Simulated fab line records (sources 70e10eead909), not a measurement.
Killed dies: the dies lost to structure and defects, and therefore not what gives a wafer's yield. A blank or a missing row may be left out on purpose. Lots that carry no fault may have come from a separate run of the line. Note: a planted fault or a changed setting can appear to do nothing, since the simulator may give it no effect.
Matching of chambers    flow nandHarc    aldMetal-01 running NHARC_A_WL_FILL_ALD_02: 4 sister chambers
The step deposits TiN, target thk 2 nm, pulse time 3 s, ald cycles 100. 7 wafers are shown with their chamber, then 9 later ones without.

## WAFERS WITH THEIR CHAMBER
wafer   chamber  heaterPowerW (W)  precursorPulseHeightRel
L083.6  2        1215              1.026
L088.1  0        1091              0.984
L088.4  2        1208              0.974
L088.5  3        962               0.995
L091.2  1        939               1.006
L091.3  3        986               1.003
L091.4  0        1109              0.994

## WAFERS WITHOUT THEIR CHAMBER
wafer   heaterPowerW (W)  precursorPulseHeightRel
L093.1  1045              0.984
L093.5  1217              1.007
L093.6  979               0.946
L092.1  956               0.973
L092.2  966               1.030
L092.4  1070              0.998
L096.3  1014              1.005
L096.4  1124              0.976
L096.6  1032              1.012

## EACH ONE'S CHAMBER
wafer    from the rows above       in truth
L093.1   can't be placed: 0 or 3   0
L093.5   2                         2
L093.6   can't be placed: 3 or 1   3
L092.1   can't be placed: 3 or 1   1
L092.2   can't be placed: 3 or 1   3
L092.4   0                         0
L096.3   3                         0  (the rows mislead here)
L096.4   0                         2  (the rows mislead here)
L096.6   can't be placed: 3 or 0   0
Correctly placed: 2 of 9. These rows do not allow placing 5 (true chamber among the candidates in 5). Placed wrongly: 2.
How it was worked out, from the rows above alone: a wafer's distance from a chamber is the root of the sum, over the readings, of the square of ((its reading less the chamber's mean) divided by the reading's scatter). The wafer belongs to the nearest chamber; if the next one is less than 2 further off, it can't be placed. The mean given for a chamber averages the wafers shown for that chamber. The scatter: the root of (the sum of the squares of (reading less its chamber's mean) over the shown wafers, divided by (wafers less chambers)).
